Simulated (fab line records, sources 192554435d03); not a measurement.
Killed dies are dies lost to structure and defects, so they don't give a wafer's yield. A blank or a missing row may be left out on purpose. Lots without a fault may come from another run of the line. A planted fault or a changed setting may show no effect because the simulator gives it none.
Chamber matching | flow n5_finfet | N5_BEOL_M5_CURE_80 on uv_cure-03: 3 sister chambers
The step cures SiCOH lowk, time 120 s. 6 wafers are shown with their chamber, then 9 later ones without.

WAFERS WITH THEIR CHAMBER
wafer  | chamber | wafer_temp_C_max | lamp_power_pct (%)
L085.3 | 2       | 371.9            | 52.30
L085.5 | 2       | 371.6            | 52.42
L089.5 | 1       | 372.7            | 52.32
L089.6 | 1       | 373.0            | 52.37
L093.3 | 0       | 373.2            | 52.28
L093.5 | 0       | 372.0            | 52.33

WAFERS WITHOUT THEIR CHAMBER
wafer  | wafer_temp_C_max | lamp_power_pct (%)
L097.2 | 372.2            | 52.34
L097.3 | 373.4            | 52.35
L097.5 | 372.3            | 52.33
L096.1 | 372.2            | 52.32
L096.2 | 372.3            | 52.30
L096.5 | 373.9            | 52.35
L096.3 | 372.2            | 52.37
L096.4 | 372.4            | 52.39
L096.6 | 373.2            | 52.27

WHICH CHAMBER EACH WENT THROUGH
wafer  | from the rows above          | in truth
L097.2 | can't be placed: 2 or 0 or 1 | 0
L097.3 | can't be placed: 1 or 0      | 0
L097.5 | can't be placed: 0 or 1 or 2 | 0
L096.1 | can't be placed: 0 or 2 or 1 | 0
L096.2 | can't be placed: 0 or 1 or 2 | 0
L096.5 | can't be placed: 1 or 0      | 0
L096.3 | can't be placed: 2 or 1 or 0 | 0
L096.4 | can't be placed: 1 or 2 or 0 | 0
L096.6 | can't be placed: 0 or 1 or 2 | 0
Placed correctly: 0 of 9. Can't be placed from these rows: 9 (the true chamber is among the candidates in 9). Placed wrongly: 0.
How it was worked out, from the rows above alone: a wafer's distance from a chamber is the root of the sum, over the readings, of the square of ((its reading less the chamber's mean) divided by the reading's scatter). The wafer belongs to the nearest chamber; if the next one is less than 2 further off, it can't be placed. A chamber's mean is the mean of its shown wafers. The scatter: the root of (the sum of the squares of (reading less its chamber's mean) over the shown wafers, divided by (wafers less chambers)).
